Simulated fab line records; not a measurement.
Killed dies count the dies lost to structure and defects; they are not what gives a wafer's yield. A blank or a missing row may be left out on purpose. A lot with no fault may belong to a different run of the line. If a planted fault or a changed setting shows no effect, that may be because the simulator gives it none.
Code-filled problem report in 8D (eight disciplines) form | flow n5-finfet | the parts of the form that need people (team, actions taken, sign-off) are left out

1. WHAT IS WRONG
cd-nm at N5_BEOL_M0_SAQP_CD_MEAS_29 reads a mean of 22.20 nm on 4 wafers of 2 lots; wafers without a fault read 15.00 nm with a standard deviation of 0.26. That is +28 standard deviations from the usual mean.
The step: target cd 14.4 nm.
First observed at day 7 13:24: wafer L834.5, on cd-sem-01. The record holds 25 wafers of 10 lots with a number at this step. By rule, "out" or "out of limits" means more than 4 standard deviations away from the usual mean. The other wafers with a number count as sound.

2. WHAT IT IS AND WHAT IT IS NOT
question                    | is                             | is not
which readings at this step | cd-nm                          | -
which lots                  | L834, L840                     | L828, L831, L832, L833, L843, L846, L847, L850
which wafers of those lots  | L834.5, L834.6, L840.5, L840.6 | L834.2
read on which gauges        | cd-sem-01                      | cd-sem-02, cd-sem-03
when                        | from day 7 13:24               | up to then (12 sound wafers); but 9 sound wafers of L843, L846, L847, L850 came after

3. THE SUSPECTS, EACH WITH WHAT RULES IT OUT
Counting: any tool at a process step up to the reading remains a suspect provided it ran every lot that is out. Sound lots after the first of them don't rule it out here, since some wafers of a struck lot are sound.
- the gauge at N5_BEOL_M0_SAQP_CD_MEAS_29 has been ruled out. All the wafers that are out were read on cd-sem-01, but those of them that N5_PASSIVATION_PROBE_49 has rows for are out there too, on other tools.
- rie-diel-02 at N5_BEOL_M0_SAQP_ETCH_84 (etches SOC in N2/H2, target depth 100 nm, overetch 20 nm, time 150 s): kept. Every lot that is out went through it, the first being L834 (day 7 10:06); the last sound lot it ran before that was L833 (day 7 00:58).
- ald-sin-01 at N5_BEOL_M0_SAQP_SPACER2_ALD_26 (deposits SiO2, target thk 15 nm, pulse time 1 s, purge time 2 s): kept. Every lot that is out went through it, the first being L834 (day 7 12:40); the last sound lot it ran before that was L833 (day 7 04:40).
- Within ald-sin-01 at N5_BEOL_M0_SAQP_SPACER2_ALD_26: the wafers that are out ran in chambers 0, 3; their sound lot-mates ran in chamber 2.
Remaining after the count are rie-diel-02 at N5_BEOL_M0_SAQP_ETCH_84 and ald-sin-01 at N5_BEOL_M0_SAQP_SPACER2_ALD_26.

4. THE CAUSE (what the simulator had put in)
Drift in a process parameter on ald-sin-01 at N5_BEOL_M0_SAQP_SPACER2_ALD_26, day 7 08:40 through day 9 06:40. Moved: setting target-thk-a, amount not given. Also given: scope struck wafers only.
After counting, 2 suspects remain, this tool included.

5. SEQUENCE OF EFFECTS, ordered by route
One row per reading whose mean, taken over the struck wafers that have a number, lies over 3 standard deviations from the usual. Scope: only readings with a usual standard deviation given in the record; hours: median across lots of the time from each lot's start at the first step in this table that gives one to its start at this step; sigmas: change in usual standard deviations.
hours | step                       | reading              | usual    | on struck wafers | change | sigmas
0     | N5_BEOL_M0_SAQP_CD_MEAS_29 | cd-nm                | 15.00 nm | 22.20            | +7.20  | +28
147   | N5_PASSIVATION_PROBE_49    | defect-limited-yield | 91.3 %   | 0.0              | -91.3  | -61
147   | N5_PASSIVATION_PROBE_49    | killed_at_M0_to_M3   | 33       | 1102             | +1069  | +89
147   | N5_PASSIVATION_PROBE_49    | killed-dies          | 103      | 1180             | +1077  | +60
147   | N5_PASSIVATION_PROBE_49    | killed-on-rim        | 14       | 152              | +138   | +32
147   | N5_PASSIVATION_PROBE_49    | sort_bin_5_function  | 5.1 %    | 96.3             | +91.2  | +95
147   | N5_PASSIVATION_PROBE_49    | sort-n-pass          | 1077     | 0                | -1077  | -60
Process steps it contains:
- N5_PASSIVATION_PROBE_49

6. HOW IT WOULD HAVE BEEN CAUGHT EARLIER
The first out-of-limits reading at a measuring or inspecting step in this record came at day 7 13:24, 5 hours after the fault's start at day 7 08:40.
An alarm limit of 4 standard deviations would not have fired on the tool readings at N5_BEOL_M0_SAQP_SPACER2_ALD_26 for which the record gives a usual standard deviation, since none of them was out on any struck wafer.
Lots out: 2; of these, L840 started N5_BEOL_M0_SAQP_SPACER2_ALD_26 on ald-sin-01 after day 7 13:24. Putting the tool on hold at that point would have spared it.
